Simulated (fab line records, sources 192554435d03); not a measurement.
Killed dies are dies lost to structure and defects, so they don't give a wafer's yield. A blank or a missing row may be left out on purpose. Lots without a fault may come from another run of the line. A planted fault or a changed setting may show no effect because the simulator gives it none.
A struck lot beside a sound one | flow n5_finfet | 15 steps out of a route of 1938
Sound: wafers L144.1, L144.4, L144.6. Struck: wafers L138.4, L138.5. (L138.3 of the same lot was not struck and is left out.) The cause comes at the end.
At each step with rows: each side's tool, then ch and its chambers, then its first start. Under that, the readings that differ: sound wafers | struck wafers | difference of the means | sigmas: that difference in standard deviations of wafers without a fault.
alike: readings whose means differ by less than 2 such deviations, and words and numbers that are the same on both sides. not compared: withheld readings, readings that some wafer has no value for, bounds like >300 that may hide the same value, and numbers for which the record gives no deviation and whose values overlap.
The two part at a step that has a row with sigmas, a row that says differs or no value, or rows on one side only. Numbers that don't overlap but have no deviation are shown without sigmas and don't part them. A reading that every wafer of one side lacks parts them only if that side has two wafers or more.

first, 2 steps without rows for these wafers: N5_BEOL_M4_PEB_09 (peb time 60 s); N5_BEOL_M4_DEVELOP_10 (develop time 30 s).
N5_BEOL_M4_CD_MEAS_11: target cd 16.79 nm.
  sound on cd_sem-03 ch 0, day 13 10:58; struck on cd_sem-01 ch 0, day 11 13:56
  alike: cd_nm
N5_BEOL_M4_OVL_MEAS_12:
  sound on overlay-01 ch 0, day 13 10:59; struck on overlay-01 ch 0, day 11 13:58
  alike: M4_OVL
N5_BEOL_M4_INSPECT_13: inspects for defects (brightfield).
  sound on defect_inspect-01, day 13 11:02; struck on defect_inspect-02, day 11 14:01
  alike: raw_defect_count
then, 1 step without rows for these wafers: N5_BEOL_M4_DESCUM_16 (chemistry O2, time 7 s).
N5_BEOL_M4_ETCH_74: etches underlayer in N2/H2, target depth 6.5 nm, time 5.2 s.
  sound on rie_diel-02 ch 0,3, day 13 11:07; struck on rie_diel-02 ch 1,2, day 11 14:18
  alike: bias_w, drypump_motor_current_A, etch_rf_on_time_s, oes_product_au, rf_vpp_V, showerhead_plenum_p_Torr, throttle_valve_pct
  not compared: rf_hours_counter_h
N5_BEOL_M4_ETCH_63: etches SiARC in CF4, target depth 15.6 nm, time 26 s.
  sound on rie_diel-02 ch 0,3, day 13 11:08; struck on rie_diel-02 ch 1,2, day 11 14:19
  reading      | sound             | struck      | difference | sigmas
  rf_vpp_V (V) | 182.5 181.3 183.3 | 187.4 184.8 | +3.7       | +3
  alike: bias_w, drypump_motor_current_A, etch_rf_on_time_s, oes_product_au, showerhead_plenum_p_Torr, throttle_valve_pct
  not compared: rf_hours_counter_h
N5_BEOL_M4_ETCH_64: etches SOC in N2/H2, target depth 75 nm, overetch 22.5 nm, time 121.9 s.
  sound on rie_diel-02 ch 0,3, day 13 11:10; struck on rie_diel-02 ch 1,2, day 11 14:20
  alike: bias_w, drypump_motor_current_A, oes_product_au, rf_vpp_V, showerhead_plenum_p_Torr, throttle_valve_pct
  not compared: rf_hours_counter_h
then, 2 steps without rows for these wafers: N5_BEOL_M4_STRIP_65 (strips in N2/H2); N5_BEOL_M4_STRIP_75 (strips in N2/H2).
N5_BEOL_M4_STRIP_66: strips in CF4.
  sound on rie_diel-02 ch 0,3, day 13 11:17; struck on rie_diel-02 ch 1,2, day 11 14:28
  alike: drypump_motor_current_A, oes_product_au, rf_vpp_V, showerhead_plenum_p_Torr, throttle_valve_pct
  not compared: rf_hours_counter_h
N5_BEOL_M4_HM_OPEN_17: chemistry Cl2/BCl3, target TiN, target depth 20 nm, overetch 6 nm.
  sound on rie_metal-03 ch 0, day 13 11:20; struck on rie_metal-02 ch 0, day 11 14:33
  reading                                  | sound          | struck    | difference | sigmas
  model.SOC_of_BEOL_M4_COAT_61.thk_nm (nm) | 52.2 52.2 52.4 | 48.4 48.6 | -3.8       |
  alike: bias_w, drypump_motor_current_A, mfc_cl2_sccm, oes_product_au, throttle_valve_pct
  not compared: rf_hours_counter_h
N5_BEOL_M4_STRIP_19: strips in O2.
  sound on rie_diel-02 ch 1,2, day 13 11:26; struck on rie_diel-05 ch 0,2, day 11 14:38
  alike: drypump_motor_current_A, oes_product_au, rf_vpp_V, showerhead_plenum_p_Torr, throttle_valve_pct
  not compared: rf_hours_counter_h
N5_BEOL_M4_RC_MEAS_101:
  sound on prober-02 ch 0, day 13 20:39; struck on prober-01 ch 0, day 12 02:52
  reading       | sound       | struck  | difference | sigmas
  ION_P (uA/um) | 473 476 482 | 463 452 | -20        | -2
  alike: DIBL_N, DIBL_P, IOFF_N, IOFF_P, ION_N, SS_N, SS_P, VT_N, VT_P

WHERE THEY PART
First at N5_BEOL_M4_ETCH_63; last, within this record, at N5_BEOL_M4_RC_MEAS_101.

WHY: what the simulator had put in
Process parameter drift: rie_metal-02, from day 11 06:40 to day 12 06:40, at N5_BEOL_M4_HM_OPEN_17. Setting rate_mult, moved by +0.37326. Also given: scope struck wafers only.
